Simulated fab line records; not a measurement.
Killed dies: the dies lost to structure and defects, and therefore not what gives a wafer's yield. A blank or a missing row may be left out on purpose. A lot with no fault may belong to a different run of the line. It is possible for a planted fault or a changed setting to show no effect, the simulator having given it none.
fab line records / flow n5Finfet
record: lots: 4 wafers: 12 lastDay: 15
route steps=1938 shown BEOL_M0@742 BEOL_M1@751 BEOL_M4@1111 PASSIVATION@1936
lots with no fault: from the same line, run without faults
startH: the number of hours between the record's first day and the start of the first shown wafer of the lot / waitH: hours from the lot's prior step to this one / " same as the row above / L1.1+2: a row that stands for several wafers / - either no value or no given start / * or withheld: withheld / < > ~ a bound
route shown NAME@n: names a module that has steps shown in the file, with the first one's number in the route / usual: mean/standard deviation of fault-free wafers / same: alike in all rows / chamber/n: place in a boat / sites: each site's reading / _std_site: standard deviation of those values / _edge_site: the outer-site mean with the inner-site mean subtracted / radiusMm: for every site, how far away it sits from the centre of the wafer / mask NAME#n: copy n / behind: the most recent tool/chamber to have shaped the wafer / hold: why the lot went on hold/how many hours it stayed there/how the hold came to an end / device: which transistor (n, p or np) failed to switch / end of line: tests of these same wafers at the route's end / a step without rows: its recipe alone / killed: dies that structure and defects cost at the first sort, which is not the same as the wafer's yield / map: a wafer's dies, x killed, . not, _ none there
set.NAME: the setting as run; set.NAME@STEP: as run at that earlier step / model.NAME: the simulator's own value behind a step, which no gauge read
lots at selected steps of the route; one table per step, one row per wafer
services: a tool's chamber out of use, with start hour (startH, from the record's first day; less than 0 if before it), hours out, and reason
== steps ==
step: N5_BEOL_M0_ANNEAL_119
recipe: tempC: 225 timeS: 90 ambient: N2
step: N5_BEOL_M0_CMP_120
recipe: stopOn: SiOC tOverpolishS: 6.9 downForcePsi: 1 platenRpm: 50 clearingPlatenDownForcePsi: 1.5 clearingPlatenRpm: 50 postCmpClean: cuAlkaline clearingPlatenPadVelocityMS: 0.99484 padVelocityMS: 0.99484
step: N5_BEOL_M0_PRE_CLEAN_131
recipe: gas: NH3/H2 timeS: 15 tempC: * rfPowerW: 300
step: N5_BEOL_M0_CO_CAP_123
recipe: material: Co targetThkA: 20 tempC: 200 precursor: CCTBA/H2 pressureTorr: 30 timeS: 102.1
step: N5_BEOL_M0_PRE_CLEAN_124
recipe: gas: NH3 timeS: 15 tempC: withheld rfPowerW: 300
step: N5_BEOL_M0_DEP_125
recipe: material: SiCN targetThkA: 80 tempC: withheld precursor: 3MS/NH3 pressureTorr: 3 rfW: 202 timeS: 14
step: N5_BEOL_M1_ILD_DEP_00
recipe: material: SiOC targetThkA: 790 tempC: 350 precursor: DEMS/O2 pressureTorr: 5 rfW: 500 timeS: 15.3
step: N5_BEOL_M1_PECVD_72
recipe: material: SiO2 targetThkA: 160 tempC: 400 precursor: TEOS/O2 pressureTorr: 5.5 rfW: 450 teosFlowSccm: 53.8 gas: O2 flowSccm: 3000 timeS: 18
step: N5_BEOL_M1_HM_DEP_02
recipe: material: TiN targetThkA: 200 tempC: 25 chamberPressurePa: 0.49996
usual: throttleValvePct: 29.5/1.2
lot.wafer=L735.1 tool=pvdSputter-01 chamber=- startH=130.08 waitH=0.8 throttleValvePct=28.1 model.TiN_of_BEOL_M1_HM_DEP_02.thkNm=20
lot.wafer=L735.3 tool=pvdSputter-01 chamber=- startH=130.08 waitH=0.8 throttleValvePct=28.1 model.TiN_of_BEOL_M1_HM_DEP_02.thkNm=20
lot.wafer=L735.5 tool=pvdSputter-01 chamber=- startH=130.08 waitH=0.8 throttleValvePct=31.1 model.TiN_of_BEOL_M1_HM_DEP_02.thkNm=20
lot.wafer=L736.1 tool=pvdSputter-02 chamber=- startH=138.51 waitH=3.4 throttleValvePct=31.2 model.TiN_of_BEOL_M1_HM_DEP_02.thkNm=19.8
lot.wafer=L736.4 tool=pvdSputter-02 chamber=- startH=138.51 waitH=3.4 throttleValvePct=28.4 model.TiN_of_BEOL_M1_HM_DEP_02.thkNm=20
lot.wafer=L736.6 tool=pvdSputter-02 chamber=- startH=138.51 waitH=3.4 throttleValvePct=30.9 model.TiN_of_BEOL_M1_HM_DEP_02.thkNm=19.8
lot.wafer=L746.1 tool=pvdSputter-01 chamber=- startH=198.29 waitH=3.9 throttleValvePct=29.7 model.TiN_of_BEOL_M1_HM_DEP_02.thkNm=9.4
lot.wafer=L746.2 tool=pvdSputter-01 chamber=- startH=198.29 waitH=3.9 throttleValvePct=28.3 model.TiN_of_BEOL_M1_HM_DEP_02.thkNm=20.2
lot.wafer=L746.6 tool=pvdSputter-01 chamber=- startH=198.29 waitH=3.9 throttleValvePct=31.1 model.TiN_of_BEOL_M1_HM_DEP_02.thkNm=20
lot.wafer=L749.1 tool=pvdSputter-01 chamber=- startH=214.43 waitH=0.0 throttleValvePct=28.5 model.TiN_of_BEOL_M1_HM_DEP_02.thkNm=20.6
lot.wafer=L749.4 tool=pvdSputter-01 chamber=- startH=214.43 waitH=0.0 throttleValvePct=30.0 model.TiN_of_BEOL_M1_HM_DEP_02.thkNm=9.4
lot.wafer=L749.6 tool=pvdSputter-01 chamber=- startH=214.43 waitH=0.0 throttleValvePct=28.3 model.TiN_of_BEOL_M1_HM_DEP_02.thkNm=20.4
step: N5_BEOL_M1_COAT_61
recipe: resist: SOC tempC: 250 timeS: 60 spinRpm: 1500 resistThkNm: 60
step: N5_BEOL_M1_COAT_62
recipe: resist: SiARC tempC: 220 timeS: 60 spinRpm: 1500 resistThkNm: 12
step: N5_BEOL_M1_COAT_73
recipe: resist: underlayer tempC: 205 timeS: 60 spinRpm: 1500 resistThkNm: 5
step: N5_BEOL_M1_COAT_05
recipe: resist: CAR-EUV spinRpm: 1500 resistThkNm: 30
step: N5_BEOL_M1_EBR_07
recipe: solvent: PGMEA ebrWidthMm: 1.5
step: N5_BEOL_M1_SOFTBAKE_06
recipe: tempC: 110 timeS: 60 resist: CAR-EUV
step: N5_BEOL_M1_EXPOSE_08
recipe: maskId: M1 na: 0.33 sourceShape: dipole sigmaInner: 0.369 sigmaOuter: 0.767 polarization: unpolarized doseMj: 33
step: N5_BEOL_M1_PEB_09
recipe: pebTempC: 100 pebTimeS: 60 resist: CAR-EUV
step: N5_BEOL_M1_DEVELOP_10
recipe: developTimeS: 30 developer: TMAH resist: CAR-EUV rinseLiquid: surfactantRinse dry: airSpin devTempC: 23
step: N5_BEOL_M1_DESCUM_16
recipe: chemistry: O2 timeS: 7 sourcePowerW: 50 biasPowerW: 20 pressureMtorr: 20 rfFrequencyHz: 2.712e+07 tempC: 40 resist: CAR-EUV o2FlowSccm: 225
step: N5_BEOL_M1_ETCH_74
recipe: chemistry: N2/H2 target: underlayer targetDepthA: 65 maskMaterial: CAR-EUV timeS: 5.2 ionEnergyEv: 200 pressureMtorr: 30 sourceW: 840 biasW: 150 n2FlowSccm: 200 h2FlowSccm: 200 ends: cleared
step: N5_BEOL_M1_ETCH_63
recipe: chemistry: CF4 target: SiARC targetDepthA: 156 maskMaterial: CAR-EUV timeS: 26 ionEnergyEv: 80 pressureMtorr: 40 sourceW: 545 biasW: 36 Ar_flow_sccm: 100 cf4FlowSccm: 100 ends: cleared
step: N5_BEOL_M1_ETCH_64
recipe: chemistry: N2/H2 target: SOC targetDepthA: 750 overetchA: 150 maskMaterial: SiARC tempC: 40 timeS: 112.5 ionEnergyEv: 200 pressureMtorr: 30 sourceW: 840 biasW: 150 n2FlowSccm: 200 h2FlowSccm: 200
step: N5_BEOL_M1_STRIP_65
recipe: chemistry: N2/H2 tempC: 40 n2FlowSccm: 200 h2FlowSccm: 200 rfFrequencyHz: 6e+07
step: N5_BEOL_M1_STRIP_75
recipe: chemistry: N2/H2 tempC: 40 n2FlowSccm: 200 h2FlowSccm: 200 rfFrequencyHz: 6e+07
step: N5_BEOL_M1_STRIP_66
recipe: chemistry: CF4 resist: SiARC powerW: 300 biasPowerW: 75 pressureMtorr: 50 cf4FlowSccm: 150 rfFrequencyHz: 6e+07
step: N5_BEOL_M1_HM_OPEN_17
recipe: chemistry: Cl2/BCl3 targetDepthA: 200 overetchA: 60 target: TiN maskMaterial: SOC ionEnergyEv: 150 pressureMtorr: 10 icpW: 1000 biasW: 126 Cl2_flow_sccm: 53.25 bcl3FlowSccm: 21.75 Ar_flow_sccm: 25
usual: drypumpMotorCurrentA: 5.8/0.42 oes_ar_750_au: 0.79/0.097 oesProductAu: 0.68/0.087 throttleValvePct: 22.16/0.15
lot.wafer=L735.1 tool=rieMetal-01 chamber=0 startH=130.84 waitH=0.0 drypumpMotorCurrentA=6.2 oes_ar_750_au=0.90 oesProductAu=0.81 rfHoursCounterH=3 throttleValvePct=22.02 model.etch.depthNm=20.09
lot.wafer=L735.3 tool=rieMetal-01 chamber=1 startH=130.84 waitH=0.0 drypumpMotorCurrentA=5.8 oes_ar_750_au=0.66 oesProductAu=0.56 rfHoursCounterH=- throttleValvePct=22.37 model.etch.depthNm=20.09
lot.wafer=L735.5 tool=rieMetal-01 chamber=1 startH=130.84 waitH=0.0 drypumpMotorCurrentA=5.8 oes_ar_750_au=0.66 oesProductAu=0.56 rfHoursCounterH=- throttleValvePct=22.38 model.etch.depthNm=20.02
lot.wafer=L736.1 tool=rieMetal-02 chamber=0 startH=139.40 waitH=0.0 drypumpMotorCurrentA=6.1 oes_ar_750_au=0.74 oesProductAu=0.63 rfHoursCounterH=55 throttleValvePct=22.23 model.etch.depthNm=19.9
lot.wafer=L736.4 tool=rieMetal-02 chamber=0 startH=139.40 waitH=0.0 drypumpMotorCurrentA=6.1 oes_ar_750_au=0.74 oesProductAu=0.64 rfHoursCounterH=- throttleValvePct=22.21 model.etch.depthNm=20.02
lot.wafer=L736.6 tool=rieMetal-02 chamber=1 startH=139.40 waitH=0.0 drypumpMotorCurrentA=5.6 oes_ar_750_au=0.96 oesProductAu=0.80 rfHoursCounterH=- throttleValvePct=22.16 model.etch.depthNm=19.87
lot.wafer=L746.1 tool=rieMetal-02 chamber=0 startH=199.30 waitH=0.0 drypumpMotorCurrentA=6.1 oes_ar_750_au=0.73 oesProductAu=0.44 rfHoursCounterH=60 throttleValvePct=22.58 model.etch.depthNm=9.377
lot.wafer=L746.2 tool=rieMetal-02 chamber=1 startH=199.30 waitH=0.0 drypumpMotorCurrentA=5.6 oes_ar_750_au=0.91 oesProductAu=0.77 rfHoursCounterH=6 throttleValvePct=22.13 model.etch.depthNm=20.18
lot.wafer=L746.6 tool=rieMetal-02 chamber=1 startH=199.30 waitH=0.0 drypumpMotorCurrentA=5.6 oes_ar_750_au=0.92 oesProductAu=0.76 rfHoursCounterH=- throttleValvePct=22.15 model.etch.depthNm=19.95
lot.wafer=L749.1 tool=rieMetal-02 chamber=0 startH=215.34 waitH=0.0 drypumpMotorCurrentA=6.1 oes_ar_750_au=0.72 oesProductAu=0.63 rfHoursCounterH=61 throttleValvePct=22.19 model.etch.depthNm=20.53
lot.wafer=L749.4 tool=rieMetal-02 chamber=0 startH=215.34 waitH=0.0 drypumpMotorCurrentA=6.1 oes_ar_750_au=0.73 oesProductAu=0.44 rfHoursCounterH=- throttleValvePct=22.56 model.etch.depthNm=9.41
lot.wafer=L749.6 tool=rieMetal-02 chamber=0 startH=215.34 waitH=0.0 drypumpMotorCurrentA=6.1 oes_ar_750_au=0.73 oesProductAu=0.63 rfHoursCounterH=- throttleValvePct=22.21 model.etch.depthNm=20.42
step: N5_BEOL_M1_STRIP_19
recipe: chemistry: O2 powerW: 400 tempC: 40 pressureMtorr: 30 rfFrequencyHz: 6e+07 biasPowerW: 0 overashFraction: 0.2 o2FlowSccm: 225
step: N5_BEOL_M1_COAT_67
recipe: resist: SOC tempC: 250 timeS: 60 spinRpm: 1500 resistThkNm: 60
step: N5_BEOL_M1_COAT_68
recipe: resist: SiARC tempC: 220 timeS: 60 spinRpm: 1500 resistThkNm: 12
step: N5_BEOL_M1_COAT_76
recipe: resist: underlayer tempC: 205 timeS: 60 spinRpm: 1500 resistThkNm: 5
step: N5_BEOL_M1_COAT_22
recipe: resist: CAR-EUV spinRpm: 1500 resistThkNm: 30
step: N5_BEOL_M1_EBR_24
recipe: solvent: PGMEA ebrWidthMm: 1.5
step: N5_BEOL_M1_SOFTBAKE_23
recipe: tempC: 110 timeS: 60 resist: CAR-EUV
step: N5_BEOL_M1_EXPOSE_25
recipe: maskId: V0 na: 0.33 sourceShape: quasar sigmaInner: 0.2 sigmaOuter: 0.8 polarization: unpolarized defocusNm: 5 targetCdNm: 24 doseMj: 63
step: N5_BEOL_M1_TRENCH_ETCH_37
recipe: chemistry: C4F6/O2 targetDepthA: 552.07 target: SiOC timeS: 29 ionEnergyEv: 250 pressureMtorr: 30 sourceW: 355 biasW: 185 Ar_flow_sccm: 300 C4F6_flow_sccm: 10 O2_flow_sccm: 10
usual: drypumpMotorCurrentA: 5.6/0.31 oes_ar_750_au: 0.77/0.084 oesProductAu: 0.76/0.085 rfVppV: 665/13 showerheadPlenumPTorr: 2.85/0.089 throttleValvePct: 20.8/0.31
lot.wafer=L735.1 tool=rieDiel-01 chamber=0 startH=- waitH=- drypumpMotorCurrentA=5.3 oes_ar_750_au=0.86 oesProductAu=0.85 rfHoursCounterH=50 rfVppV=644 showerheadPlenumPTorr=2.90 throttleValvePct=20.8 model.TiN_of_BEOL_M1_HM_DEP_02.thkNm=17.8
lot.wafer=L735.3 tool=rieDiel-01 chamber=2 startH=- waitH=- drypumpMotorCurrentA=5.4 oes_ar_750_au=0.70 oesProductAu=0.69 rfHoursCounterH=229 rfVppV=678 showerheadPlenumPTorr=2.83 throttleValvePct=21.4 model.TiN_of_BEOL_M1_HM_DEP_02.thkNm=17.8
lot.wafer=L735.5 tool=rieDiel-01 chamber=0 startH=- waitH=- drypumpMotorCurrentA=5.3 oes_ar_750_au=0.85 oesProductAu=0.84 rfHoursCounterH=- rfVppV=645 showerheadPlenumPTorr=2.90 throttleValvePct=20.8 model.TiN_of_BEOL_M1_HM_DEP_02.thkNm=17.8
lot.wafer=L736.1 tool=rieDiel-04 chamber=3 startH=- waitH=- drypumpMotorCurrentA=5.9 oes_ar_750_au=0.70 oesProductAu=0.69 rfHoursCounterH=238 rfVppV=670 showerheadPlenumPTorr=2.93 throttleValvePct=21.1 model.TiN_of_BEOL_M1_HM_DEP_02.thkNm=17.6
lot.wafer=L736.4 tool=rieDiel-04 chamber=2 startH=- waitH=- drypumpMotorCurrentA=6.2 oes_ar_750_au=0.90 oesProductAu=0.93 rfHoursCounterH=14 rfVppV=672 showerheadPlenumPTorr=2.78 throttleValvePct=20.2 model.TiN_of_BEOL_M1_HM_DEP_02.thkNm=17.6
lot.wafer=L736.6 tool=rieDiel-04 chamber=2 startH=- waitH=- drypumpMotorCurrentA=6.2 oes_ar_750_au=0.90 oesProductAu=0.92 rfHoursCounterH=- rfVppV=672 showerheadPlenumPTorr=2.78 throttleValvePct=20.2 model.TiN_of_BEOL_M1_HM_DEP_02.thkNm=17.4
lot.wafer=L746.1 tool=rieDiel-01 chamber=2 startH=- waitH=- drypumpMotorCurrentA=5.4 oes_ar_750_au=0.68 oesProductAu=0.68 rfHoursCounterH=248 rfVppV=678 showerheadPlenumPTorr=2.82 throttleValvePct=21.4 model.TiN_of_BEOL_M1_HM_DEP_02.thkNm=7.2
lot.wafer=L746.2 tool=rieDiel-01 chamber=3 startH=- waitH=- drypumpMotorCurrentA=5.7 oes_ar_750_au=0.74 oesProductAu=0.73 rfHoursCounterH=147 rfVppV=675 showerheadPlenumPTorr=2.71 throttleValvePct=20.6 model.TiN_of_BEOL_M1_HM_DEP_02.thkNm=17.8
lot.wafer=L746.6 tool=rieDiel-01 chamber=3 startH=- waitH=- drypumpMotorCurrentA=5.6 oes_ar_750_au=0.73 oesProductAu=0.73 rfHoursCounterH=- rfVppV=675 showerheadPlenumPTorr=2.71 throttleValvePct=20.6 model.TiN_of_BEOL_M1_HM_DEP_02.thkNm=17.6
lot.wafer=L749.1 tool=rieDiel-05 chamber=2 startH=- waitH=- drypumpMotorCurrentA=5.8 oes_ar_750_au=0.71 oesProductAu=0.70 rfHoursCounterH=224 rfVppV=651 showerheadPlenumPTorr=2.82 throttleValvePct=20.9 model.TiN_of_BEOL_M1_HM_DEP_02.thkNm=18.2
lot.wafer=L749.4 tool=rieDiel-05 chamber=0 startH=- waitH=- drypumpMotorCurrentA=5.4 oes_ar_750_au=0.89 oesProductAu=0.88 rfHoursCounterH=34 rfVppV=657 showerheadPlenumPTorr=3.04 throttleValvePct=20.9 model.TiN_of_BEOL_M1_HM_DEP_02.thkNm=7.2
lot.wafer=L749.6 tool=rieDiel-05 chamber=0 startH=- waitH=- drypumpMotorCurrentA=5.4 oes_ar_750_au=0.89 oesProductAu=0.87 rfHoursCounterH=- rfVppV=660 showerheadPlenumPTorr=3.04 throttleValvePct=20.9 model.TiN_of_BEOL_M1_HM_DEP_02.thkNm=18.2
step: N5_BEOL_M4_RC_MEAS_101
usual: DIBL_N: 36.0/1.9 DIBL_P: 36.0/2.1 IOFF_N: 0.155/0.029 IOFF_P: 0.20/0.032 ION_N: 672/11 ION_P: 461/6.9 SS_N: 71.5/0.58 SS_P: 73.2/0.64 VT_N: 250.4/2.9 VT_P: -251.0/2.8
lot.wafer=L735.1 tool=prober-02 chamber=0 startH=185.25 waitH=0.0 DIBL_N[mV/V]=38.1 DIBL_P[mV/V]=37.7 IOFF_N[nA/um]=0.174 IOFF_P[nA/um]=0.24 ION_N[uA/um]=683 ION_P[uA/um]=468 SS_N[mV/dec]=72.3 SS_P[mV/dec]=74.5 VT_N[mV]=246.6 VT_P[mV]=-247.6
lot.wafer=L735.3 tool=prober-02 chamber=0 startH=185.25 waitH=0.0 DIBL_N[mV/V]=37.3 DIBL_P[mV/V]=36.5 IOFF_N[nA/um]=0.157 IOFF_P[nA/um]=0.22 ION_N[uA/um]=661 ION_P[uA/um]=458 SS_N[mV/dec]=71.7 SS_P[mV/dec]=73.7 VT_N[mV]=251.3 VT_P[mV]=-249.1
lot.wafer=L735.5 tool=prober-02 chamber=0 startH=185.25 waitH=0.0 DIBL_N[mV/V]=37.3 DIBL_P[mV/V]=35.5 IOFF_N[nA/um]=0.142 IOFF_P[nA/um]=0.20 ION_N[uA/um]=664 ION_P[uA/um]=454 SS_N[mV/dec]=72.1 SS_P[mV/dec]=73.3 VT_N[mV]=254.7 VT_P[mV]=-251.5
lot.wafer=L736.1 tool=prober-01 chamber=0 startH=187.06 waitH=0.0 DIBL_N[mV/V]=36.1 DIBL_P[mV/V]=36.3 IOFF_N[nA/um]=0.174 IOFF_P[nA/um]=0.23 ION_N[uA/um]=690 ION_P[uA/um]=476 SS_N[mV/dec]=72.4 SS_P[mV/dec]=73.1 VT_N[mV]=246.6 VT_P[mV]=-248.7
lot.wafer=L736.4 tool=prober-01 chamber=0 startH=187.06 waitH=0.0 DIBL_N[mV/V]=34.4 DIBL_P[mV/V]=34.7 IOFF_N[nA/um]=0.150 IOFF_P[nA/um]=0.21 ION_N[uA/um]=684 ION_P[uA/um]=469 SS_N[mV/dec]=71.1 SS_P[mV/dec]=72.3 VT_N[mV]=249.3 VT_P[mV]=-247.0
lot.wafer=L736.6 tool=prober-01 chamber=0 startH=187.06 waitH=0.0 DIBL_N[mV/V]=34.0 DIBL_P[mV/V]=34.5 IOFF_N[nA/um]=0.143 IOFF_P[nA/um]=0.21 ION_N[uA/um]=675 ION_P[uA/um]=465 SS_N[mV/dec]=71.5 SS_P[mV/dec]=72.9 VT_N[mV]=249.5 VT_P[mV]=-247.9
lot.wafer=L746.1 tool=prober-01 chamber=0 startH=249.65 waitH=0.0 DIBL_N[mV/V]=37.5 DIBL_P[mV/V]=36.7 IOFF_N[nA/um]=0.189 IOFF_P[nA/um]=0.22 ION_N[uA/um]=674 ION_P[uA/um]=457 SS_N[mV/dec]=72.7 SS_P[mV/dec]=73.3 VT_N[mV]=247.8 VT_P[mV]=-248.9
lot.wafer=L746.2 tool=prober-01 chamber=0 startH=249.65 waitH=0.0 DIBL_N[mV/V]=37.1 DIBL_P[mV/V]=36.4 IOFF_N[nA/um]=0.163 IOFF_P[nA/um]=0.21 ION_N[uA/um]=667 ION_P[uA/um]=451 SS_N[mV/dec]=71.6 SS_P[mV/dec]=73.9 VT_N[mV]=247.3 VT_P[mV]=-251.0
lot.wafer=L746.6 tool=prober-01 chamber=0 startH=249.65 waitH=0.0 DIBL_N[mV/V]=36.6 DIBL_P[mV/V]=36.0 IOFF_N[nA/um]=0.158 IOFF_P[nA/um]=0.20 ION_N[uA/um]=658 ION_P[uA/um]=450 SS_N[mV/dec]=71.7 SS_P[mV/dec]=73.3 VT_N[mV]=248.4 VT_P[mV]=-253.3
lot.wafer=L749.1 tool=prober-01 chamber=0 startH=263.93 waitH=0.0 DIBL_N[mV/V]=34.9 DIBL_P[mV/V]=36.2 IOFF_N[nA/um]=0.129 IOFF_P[nA/um]=0.19 ION_N[uA/um]=647 ION_P[uA/um]=449 SS_N[mV/dec]=72.0 SS_P[mV/dec]=73.1 VT_N[mV]=252.0 VT_P[mV]=-251.1
lot.wafer=L749.4 tool=prober-01 chamber=0 startH=263.93 waitH=0.0 DIBL_N[mV/V]=34.9 DIBL_P[mV/V]=36.2 IOFF_N[nA/um]=0.134 IOFF_P[nA/um]=0.18 ION_N[uA/um]=656 ION_P[uA/um]=451 SS_N[mV/dec]=71.2 SS_P[mV/dec]=72.7 VT_N[mV]=250.8 VT_P[mV]=-251.4
lot.wafer=L749.6 tool=prober-01 chamber=0 startH=263.93 waitH=0.0 DIBL_N[mV/V]=37.1 DIBL_P[mV/V]=39.3 IOFF_N[nA/um]=0.184 IOFF_P[nA/um]=0.23 ION_N[uA/um]=692 ION_P[uA/um]=469 SS_N[mV/dec]=72.2 SS_P[mV/dec]=73.7 VT_N[mV]=248.3 VT_P[mV]=-250.2
step: N5_PASSIVATION_PROBE_49
usual: defectLimitedYield: 91.0/1.5 killed_at_M0_to_M3: 33/9.4 killed_at_M4_up: 14/4.8 killedAtContacts: 13/7.3 killedAtFrontEnd: 43/13 killedAtOther: 3.6/2.9 killedDies: 106/18 killedOpen: 69/13 killedShort: 35/8.2 sort_bin_5_function: 5.3/1 sort_bin_6_memory: 3.3/0.68 sort_bin_8_speed: 0.01/0.027 sortNPass: 1074/18 sortYieldPct: 91.0/1.5
same: grossDies: 1180 killedAtBackSide: 0 sort_bin_4_leakage[%]: 0
lot.wafer=L735.1 tool=prober-01 chamber=- startH=280.42 waitH=0.0 defectLimitedYield[%]=91.1 killed_at_M0_to_M3=20 killed_at_M4_up=24 killedAtContacts=14 killedAtFrontEnd=47 killedAtOther=0 killedDies=105 killedOpen=80 killedShort=25 sort_bin_5_function[%]=5.6 sort_bin_6_memory[%]=3.1 sort_bin_8_speed[%]=0 sortNPass=1075 sortYieldPct[%]=91.1
lot.wafer=L735.3 tool=prober-01 chamber=- startH=280.52 waitH=0.1 defectLimitedYield[%]=89.7 killed_at_M0_to_M3=39 killed_at_M4_up=14 killedAtContacts=27 killedAtFrontEnd=41 killedAtOther=1 killedDies=122 killedOpen=72 killedShort=50 sort_bin_5_function[%]=5.7 sort_bin_6_memory[%]=4.2 sort_bin_8_speed[%]=0 sortNPass=1058 sortYieldPct[%]=89.7
lot.wafer=L735.5 tool=prober-01 chamber=- startH=280.62 waitH=0.2 defectLimitedYield[%]=90.0 killed_at_M0_to_M3=20 killed_at_M4_up=17 killedAtContacts=21 killedAtFrontEnd=57 killedAtOther=3 killedDies=118 killedOpen=75 killedShort=42 sort_bin_5_function[%]=6.5 sort_bin_6_memory[%]=3.1 sort_bin_8_speed[%]=0.08 sortNPass=1062 sortYieldPct[%]=90.0
lot.wafer=L746.1 tool=prober-01 chamber=- startH=356.14 waitH=0.0 defectLimitedYield[%]=88.8 killed_at_M0_to_M3=35 killed_at_M4_up=30 killedAtContacts=9 killedAtFrontEnd=55 killedAtOther=3 killedDies=132 killedOpen=87 killedShort=42 sort_bin_5_function[%]=6.3 sort_bin_6_memory[%]=4.3 sort_bin_8_speed[%]=0 sortNPass=1048 sortYieldPct[%]=88.8
lot.wafer=L746.2 tool=prober-01 chamber=- startH=356.19 waitH=0.1 defectLimitedYield[%]=90.2 killed_at_M0_to_M3=40 killed_at_M4_up=18 killedAtContacts=11 killedAtFrontEnd=47 killedAtOther=0 killedDies=116 killedOpen=76 killedShort=39 sort_bin_5_function[%]=5.3 sort_bin_6_memory[%]=4.2 sort_bin_8_speed[%]=0 sortNPass=1064 sortYieldPct[%]=90.2
lot.wafer=L746.6 tool=prober-01 chamber=- startH=356.39 waitH=0.3 defectLimitedYield[%]=89.4 killed_at_M0_to_M3=34 killed_at_M4_up=14 killedAtContacts=12 killedAtFrontEnd=65 killedAtOther=0 killedDies=125 killedOpen=91 killedShort=32 sort_bin_5_function[%]=6.2 sort_bin_6_memory[%]=4.1 sort_bin_8_speed[%]=0 sortNPass=1055 sortYieldPct[%]=89.4
lot.wafer=L749.4 tool=prober-01 chamber=- startH=361.06 waitH=0.2 defectLimitedYield[%]=90.3 killed_at_M0_to_M3=42 killed_at_M4_up=19 killedAtContacts=10 killedAtFrontEnd=42 killedAtOther=1 killedDies=114 killedOpen=71 killedShort=41 sort_bin_5_function[%]=5.6 sort_bin_6_memory[%]=3.9 sort_bin_8_speed[%]=0 sortNPass=1066 sortYieldPct[%]=90.3
killed by level:class
L735.1 BEOL_M4:geometricParticle:open=12 FIN_SAQP:geometricParticle:open=11 MOL_CONTACT_COAG:geometricParticle:open=11 DUMMY_GATE:geometricParticle:open=9 FIN_SAQP:geometricParticle:short=7 STI_FIN_REVEAL:geometricParticle:open=6 GATE_CUT:geometricParticle:short=5 BEOL_M7:geometricParticle:open=5
L735.3 MOL_CONTACT_COAG:geometricParticle:open=21 BEOL_M0_SAQP:geometricParticle:short=12 FIN_SAQP:geometricParticle:short=10 BEOL_M4:geometricParticle:open=9 FIN_SAQP:geometricParticle:open=8 BEOL_M0_SAQP:geometricParticle:open=7 STI_FIN_REVEAL:geometricParticle:open=6 MOL_CONTACT_COAG:geometricParticle:short=6
L735.5 FIN_SAQP:geometricParticle:short=19 MOL_CONTACT_COAG:geometricParticle:open=17 FIN_SAQP:geometricParticle:open=12 BEOL_M4:geometricParticle:open=11 DUMMY_GATE:geometricParticle:open=8 STI_FIN_REVEAL:geometricParticle:open=6 BEOL_M0_SAQP:geometricParticle:short=5 BEOL_M3:geometricParticle:open=5
L746.1 STI_FIN_REVEAL:geometricParticle:open=18 BEOL_M4:geometricParticle:open=14 BEOL_M3:geometricParticle:open=10 FIN_SAQP:geometricParticle:short=9 MOL_CONTACT_COAG:geometricParticle:open=6 FIN_SAQP:geometricParticle:open=5 BEOL_M4:geometricParticle:short=5 BEOL_M1:geometricParticle:open=5
L746.2 FIN_SAQP:geometricParticle:open=14 BEOL_M2:geometricParticle:open=14 GATE_CUT:geometricParticle:short=11 MOL_CONTACT_COAG:geometricParticle:open=11 BEOL_M4:geometricParticle:open=10 BEOL_M3:geometricParticle:open=5 GATE_CUT:geometricParticle:open=5 BEOL_M4:geometricParticle:short=5
L746.6 FIN_SAQP:geometricParticle:open=12 BEOL_M3:geometricParticle:open=12 DUMMY_GATE:geometricParticle:open=11 FIN_SAQP:geometricParticle:short=10 MOL_CONTACT_COAG:geometricParticle:open=10 STI_FIN_REVEAL:geometricParticle:open=9 BEOL_M1:geometricParticle:open=6 BEOL_M5:geometricParticle:open=6
L749.4 BEOL_M3:geometricParticle:open=14 FIN_SAQP:geometricParticle:short=10 STI_FIN_REVEAL:geometricParticle:open=10 BEOL_M2:geometricParticle:open=9 BEOL_M4:geometricParticle:open=8 FIN_SAQP:geometricParticle:open=7 MOL_CONTACT_COAG:geometricParticle:open=7 BEOL_M3:geometricParticle:short=7
== services ==
tool=rieDiel-05 chamber=1 startH=141.67 hours=9.0 kind=repair
tool=rieDiel-04 chamber=3 startH=184.80 hours=- kind=clean
tool=rieDiel-04 chamber=3 startH=184.80 hours=- kind=consumableReplace:focusRing
tool=rieDiel-04 chamber=3 startH=184.80 hours=21.8 kind=scheduledDown
tool=rieDiel-04 chamber=3 startH=184.80 hours=21.8 kind=ventCycle
tool=rieDiel-05 chamber=3 startH=190.29 hours=7.9 kind=repair
tool=rieDiel-01 chamber=1 startH=194.00 hours=11.3 kind=repair
tool=rieMetal-01 chamber=- startH=195.05 hours=14.6 kind=pm
tool=rieDiel-01 chamber=0 startH=197.51 hours=3.7 kind=repair
tool=rieDiel-04 chamber=0 startH=206.61 hours=- kind=clean
tool=rieDiel-04 chamber=0 startH=206.61 hours=- kind=consumableReplace:focusRing
tool=rieDiel-04 chamber=0 startH=206.61 hours=19.9 kind=scheduledDown
tool=rieDiel-04 chamber=0 startH=206.61 hours=19.9 kind=ventCycle
tool=rieMetal-01 chamber=- startH=210.27 hours=0.7 kind=repair
== key ==
firstSign: step: N5_BEOL_M1_HM_OPEN_17 reading: oesProductAu direction: down sigmas: 2.8 usual: 0.68 struck: 0.44
effect none on later readings
modelEffect: step: N5_BEOL_M1_HM_DEP_02 value: TiN_of_BEOL_M1_HM_DEP_02.thkNm without: 19.8 struck: 9.4
modelEffect: step: N5_BEOL_M1_HM_OPEN_17 value: etch.depthNm without: 19.86 struck: 9.394
modelEffect: step: N5_BEOL_M1_TRENCH_ETCH_37 value: TiN_of_BEOL_M1_HM_DEP_02.thkNm without: 17.6 struck: 7.2
metAt N5_BEOL_M1_HM_DEP_02
struckWafers L746.1,L749.4
fault: kind: processParameterDrift tool: pvdSputter-01 chamber: - onsetH: 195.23 steps: N5_BEOL_M1_HM_DEP_02 channel: targetThkA offset: * shape: step endH: 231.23 actsIn: * stated: * scope: struckWafersOnly
